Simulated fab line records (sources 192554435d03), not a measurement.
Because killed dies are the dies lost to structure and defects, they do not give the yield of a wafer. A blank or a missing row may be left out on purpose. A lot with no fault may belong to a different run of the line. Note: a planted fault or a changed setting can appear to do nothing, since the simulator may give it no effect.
8D (eight disciplines) problem report, filled in by code	flow n5Finfet	the parts of the form that need people (team, actions taken, sign-off) are left out

== 1. PROBLEM STATEMENT ==
A mean of 9.64 nm is read at N5_MOL_CONTACT_COAG_CD_MEAS_84 for cdNm, taken on 1 wafer of 1 lot, against 25.14 nm (standard deviation 0.24) on wafers free of any fault. That is -65 standard deviations from the usual mean.
The step: target cd 25.1 nm.
The first sign was on wafer L338.4 at day 8 04:56, on cdSem-03. The record holds 27 wafers of 9 lots with a number at this step. Rule for "out", or "out of limits": more than 4 standard deviations from the usual mean. The other wafers with a number count as sound.

== 2. WHAT THIS IS AND IS NOT ==
question	is	is not
which readings at this step	cdNm	-
which lots	L338	L328, L329, L331, L332, L339, L342, L343, L347
which wafers of those lots	L338.4	L338.3, L338.6
read on which gauges	cdSem-03	cdSem-01, cdSem-02
when	from day 8 04:56	up to then (17 sound wafers); but 9 sound wafers of L342, L343, L347 came after

== 3. THE SUSPECTS, EACH WITH WHAT RULES IT OUT ==
Counting: if a tool at a process step up to the reading ran every lot that is out, it stays a suspect. Sound lots after the first of them don't rule it out here, since some wafers of a struck lot are sound.
- the gauge at N5_MOL_CONTACT_COAG_CD_MEAS_84 is ruled out. All the wafers that are out were read on cdSem-03, but those of them that N5_MOL_CONTACT_COAG_CD_MEAS_137 has rows for are out there too, on other tools.
- pvdSputter-01 at N5_MOL_CONTACT_COAG_PRE_CLEAN_141 (time 60 s): kept. It ran the lot that is out, L338 (day 7 22:08); its last sound lot up to then is L339 (day 7 19:02).
- pvdSputter-02 at N5_MOL_CONTACT_COAG_PRE_CLEAN_142 (time 60 s): kept. It ran the lot that is out, L338 (day 8 00:42); its last sound lot up to then is L329 (day 5 12:14).
- euvScanner-02 at N5_MOL_CONTACT_COAG_EXPOSE_81 (exposes mask VG, defocus 0 nm): kept. It ran the lot that is out, L338 (day 8 04:49); its last sound lot up to then is L329 (day 5 15:53).
Still standing after the count: pvdSputter-01 at N5_MOL_CONTACT_COAG_PRE_CLEAN_141, pvdSputter-02 at N5_MOL_CONTACT_COAG_PRE_CLEAN_142, euvScanner-02 at N5_MOL_CONTACT_COAG_EXPOSE_81.

== 4. THE CAUSE (what the simulator had put in) ==
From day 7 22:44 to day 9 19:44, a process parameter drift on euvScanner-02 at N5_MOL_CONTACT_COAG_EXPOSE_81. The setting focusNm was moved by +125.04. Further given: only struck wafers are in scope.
Of the 3 suspects that counting leaves, this tool is one.

== 5. THE EFFECT CHAIN, in route order ==
Each row: a reading where the mean over the struck wafers with a number is more than 3 standard deviations away from the usual. Readings are gone through only where the record gives a usual standard deviation; hours: the median, over the lots, of the time from a lot's start at the first step in this table giving one to that lot's start at this step; sigmas: the change measured in usual standard deviations.
hours	step	reading	usual	on struck wafers	change	sigmas
0	N5_MOL_CONTACT_COAG_CD_MEAS_84	cdNm	25.14 nm	9.64	-15.50	-65
1	N5_MOL_CONTACT_COAG_CD_MEAS_137	cdNm	15.96 nm	0.57	-15.39	-55
198	N5_PASSIVATION_PROBE_49	defectLimitedYield	90.9 %	0.0	-90.9	-70
198	N5_PASSIVATION_PROBE_49	killedAtContacts	14	1089	+1075	+99 or more
198	N5_PASSIVATION_PROBE_49	killedDies	108	1180	+1072	+67
198	N5_PASSIVATION_PROBE_49	killedOnRim	14	152	+138	+38
198	N5_PASSIVATION_PROBE_49	sort_bin_5_function	5.4 %	36.7	+31.3	+35
198	N5_PASSIVATION_PROBE_49	sortNPass	1072	0	-1072	-67
198	N5_PASSIVATION_PROBE_49	sortYieldPct	90.9 %	0.0	-90.9	-70
It contains these process steps:
- N5_PASSIVATION_PROBE_49
Later measuring or inspecting steps at which every struck wafer that the step has a row for has a number for every such reading, and none has moved that far: N5_MOL_CONTACT_COAG_OVL_MEAS_85.

== 6. WHAT WOULD HAVE CAUGHT IT SOONER ==
Counted from the fault's start at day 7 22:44, it took 6 hours until the first out-of-limits reading at a measuring or inspecting step in this record, taken at day 8 04:56.
No tool reading at N5_MOL_CONTACT_COAG_EXPOSE_81 that has a usual standard deviation in the record was out on any struck wafer, so an alarm limit of 4 standard deviations on those readings would not have fired.
By day 8 04:56, every lot that is out (1) had started N5_MOL_CONTACT_COAG_EXPOSE_81 on euvScanner-02. Tool hold at that time: it would have spared none of them.
